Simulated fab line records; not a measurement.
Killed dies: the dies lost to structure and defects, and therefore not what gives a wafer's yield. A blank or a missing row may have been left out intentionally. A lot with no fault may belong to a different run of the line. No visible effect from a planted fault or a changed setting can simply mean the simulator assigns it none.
3 desks looking at one fault | flow nandHarc | every desk sees just its own numbers, and what lay behind them comes last

== AT THE METROLOGY DESK ==
What the gauges read for every lot (on any tool): the sampled wafers with a number, averaged. The brackets show how far a lot's mean lies from the usual mean; more than 4 standard deviations puts the lot out of limits, marked OUT.
Columns: A = cdNm at NHARC_A_BLC_CD_MEAS_10, usual 99.9 nm
lot  | first seen here | A
L815 | day 22 13:41    | 99.8
L819 | day 23 08:05    | 100.3
L818 | day 23 11:50    | 100.2
L820 | day 24 02:59    | 100.0
L821 | day 24 16:22    | 100.0
L824 | day 26 14:46    | 100.8
L826 | day 27 03:20    | 99.2
L827 | day 27 19:07    | 99.7
L831 | day 30 04:04    | 88.2 (-24) OUT
L835 | day 30 20:16    | 87.7 (-25) OUT
L837 | day 31 09:21    | 99.5
L838 | day 32 00:07    | 99.9
This desk's verdict: out of limits on L831, L835, starting with L831 at day 30 04:04 (cdNm at NHARC_A_BLC_CD_MEAS_10). L815, L819, L818, L820, L821, L824, L826, L827, L837, L838 stayed within limits.

== AT THE TOOL OWNER'S DESK: lithoTrack-06 ==
The tool's own readings at NHARC_A_BLC_PEB_08 (peb time 65 s): means of the sampled wafers that have a number, for each lot that ran on this tool. The brackets show how far a lot's mean lies from the usual mean; more than 4 standard deviations puts the lot out of limits, marked OUT.
Columns: A = exhaustPa at NHARC_A_BLC_PEB_08, usual 45.2 Pa; B = heaterPowerTotalW at NHARC_A_BLC_PEB_08, usual 156.6 W
lot  | first seen here | A    | B
L815 | day 22 13:37    | 46.2 | 156.5
L820 | day 24 02:55    | 43.3 | 157.0
L821 | day 24 16:17    | 44.6 | 156.5
L824 | day 26 14:41    | 44.7 | 156.4
L827 | day 27 19:02    | 46.1 | 156.5
L831 | day 30 03:58    | 44.4 | 186.7 (+70) OUT
L835 | day 30 20:11    | 45.6 | 186.9 (+71) OUT
This desk's verdict: out of limits on L831, L835, starting with L831 at day 30 03:58 (heaterPowerTotalW at NHARC_A_BLC_PEB_08). L815, L820, L821, L824, L827 stayed within limits.

== THE DEFECT DESK ==
What the inspections along the route counted, lot by lot: means of the sampled wafers that have a number. The brackets show how far a lot's mean lies from the usual mean; more than 4 standard deviations puts the lot out of limits, marked OUT.
Columns: A = rawDefectCount at NHARC_A_CONTACT_INSPECT_23, usual 517
lot  | first seen here | A
L815 | day 22 13:18    | 549
L819 | day 23 07:34    | 432
L818 | day 23 11:20    | 563
L820 | day 24 02:29    | 828
L821 | day 24 15:51    | 416
L824 | day 26 14:23    | 542
L826 | day 27 02:49    | 554
L827 | day 27 18:44    | 593
L831 | day 30 03:32    | 528
L835 | day 30 19:53    | 520
L837 | day 31 08:51    | 464
L838 | day 31 23:37    | 592
This desk found nothing out of limits on any of the 12 lots.

== TAKEN TOGETHER ==
At day 30 03:58, on L831, L835, the tool owner's desk was in a position to raise an alarm.
On L831, L835, the metrology desk was in a position to raise an alarm at day 30 04:04.
Nothing the defect desk looked at was out of limits.
The defect desk has L831, L835 on record, within its limits.
On lithoTrack-06, each named lot ran NHARC_A_BLC_PEB_08.

== WHAT HAD BEEN PUT IN BY THE SIMULATOR ==
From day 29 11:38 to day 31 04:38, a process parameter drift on lithoTrack-06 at NHARC_A_BLC_PEB_08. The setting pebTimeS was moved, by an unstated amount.
Struck lots among those shown: L831, L835.
Time in hours from fault onset to the first out-of-limits reading at each desk: tool owner's desk 16, metrology desk 16.
